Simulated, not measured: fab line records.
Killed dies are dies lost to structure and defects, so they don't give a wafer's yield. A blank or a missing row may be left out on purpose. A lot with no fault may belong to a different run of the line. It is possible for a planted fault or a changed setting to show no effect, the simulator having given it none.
One fault through the eyes of 2 desks | flow n5_finfet | what lay behind the numbers comes last; until then each desk has only its own

== TOOL OWNER'S DESK, vapor_etch-02 ==
The tool's own readings at N5_STI_FIN_REVEAL_RECESS_09 (chemistry HF/NH3, target SiO2, afs cycles 11, target depth 42.5 nm, sublimation time 60 s): means of the sampled wafers that have a number, for each lot that ran on this tool. Marked OUT: a lot whose mean sits more than 4 standard deviations from the usual mean, which makes it out of limits; the brackets give that distance.
Columns: A = drypump_motor_current_A at N5_STI_FIN_REVEAL_RECESS_09, usual 5.51 A
lot  | first seen here | A
L646 | day 3 06:58     | 5.41
L648 | day 3 20:42     | 5.60
L650 | day 4 05:16     | 5.49
L654 | day 5 07:29     | 5.41
L658 | day 6 03:49     | 5.51
L663 | day 7 10:13     | 5.47
L664 | day 7 15:32     | 5.45
L665 | day 7 22:45     | 5.44
This desk's finding: nothing out of limits on any of the 8 lots.

== FROM THE METROLOGY DESK ==
Lot by lot, what the gauges showed, no matter which tool ran the lot: averages of those sampled wafers that carry a number. Marked OUT: a lot whose mean sits more than 4 standard deviations from the usual mean, which makes it out of limits; the brackets give that distance. Of its 12 readings 7 are shown: the one that was out of limits first, and those that lie furthest out on some lot.
Columns: A = trench_depth_nm at N5_STI_FIN_REVEAL_FIN_H_MEAS_10, usual 52.1 nm; B = thk_nm at N5_DUMMY_GATE_THK_MEAS_05, usual 72.4 nm; C = DIBL_P at N5_BEOL_M4_RC_MEAS_101, usual 35.9 mV/V; D = IOFF_P at N5_BEOL_M4_RC_MEAS_101, usual 0.21 nA/um; E = ION_N at N5_BEOL_M4_RC_MEAS_101, usual 675 uA/um; F = ION_P at N5_BEOL_M4_RC_MEAS_101, usual 463 uA/um; G = VT_P at N5_BEOL_M4_RC_MEAS_101, usual -251 mV
lot  | first seen here | A               | B    | C    | D    | E   | F   | G
L643 | day 2 13:37     | 52.6            | 72.2 | 33.0 | 0.18 | 665 | 461 | -251
L646 | day 3 09:08     | 51.4            | 71.2 | 35.2 | 0.17 | 664 | 449 | -254
L648 | day 3 23:26     | 51.8            | 72.2 | 35.7 | 0.20 | 676 | 461 | -251
L650 | day 4 08:01     | 52.1            | 72.8 | 34.6 | 0.19 | 676 | 467 | -249
L654 | day 5 10:10     | 52.6            | 75.2 | 34.5 | 0.23 | 666 | 465 | -247
L655 | day 5 14:02     | 52.2            | 73.2 | 35.7 | 0.19 | 674 | 461 | -252
L658 | day 6 06:31     | 51.4            | 70.5 | 34.1 | 0.16 | 653 | 449 | -257
L663 | day 7 13:25     | 54.1            | 70.8 | 37.0 | 0.22 | 705 | 478 | -250
L664 | day 7 18:20     | 55.3            | 72.5 | 35.8 | 0.26 | 702 | 486 | -246
L665 | day 8 01:28     | 56.3 (+4.9) OUT | 71.9 | 36.5 | 0.21 | 721 | 496 | -252
This desk finds L665 out of limits, L665 being first, at day 8 01:28 (trench_depth_nm at N5_STI_FIN_REVEAL_FIN_H_MEAS_10). L643, L646, L648, L650, L654, L655, L658, L663, L664 stayed within limits.

== ALL TOGETHER ==
An alarm was possible from the metrology desk at day 8 01:28, on L665.
The tool owner's desk saw nothing out of limits.
On record at the tool owner's desk: L665, within its limits.
Every lot named ran N5_STI_FIN_REVEAL_RECESS_09 on vapor_etch-02.

== WHAT WAS PUT IN BY THE SIMULATOR ==
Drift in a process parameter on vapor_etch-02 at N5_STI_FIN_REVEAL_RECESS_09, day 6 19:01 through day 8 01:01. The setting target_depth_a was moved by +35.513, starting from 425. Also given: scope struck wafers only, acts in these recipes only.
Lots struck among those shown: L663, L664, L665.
Per desk, hours elapsed from the start of the fault to the first reading out of limits: for the metrology desk, 30.
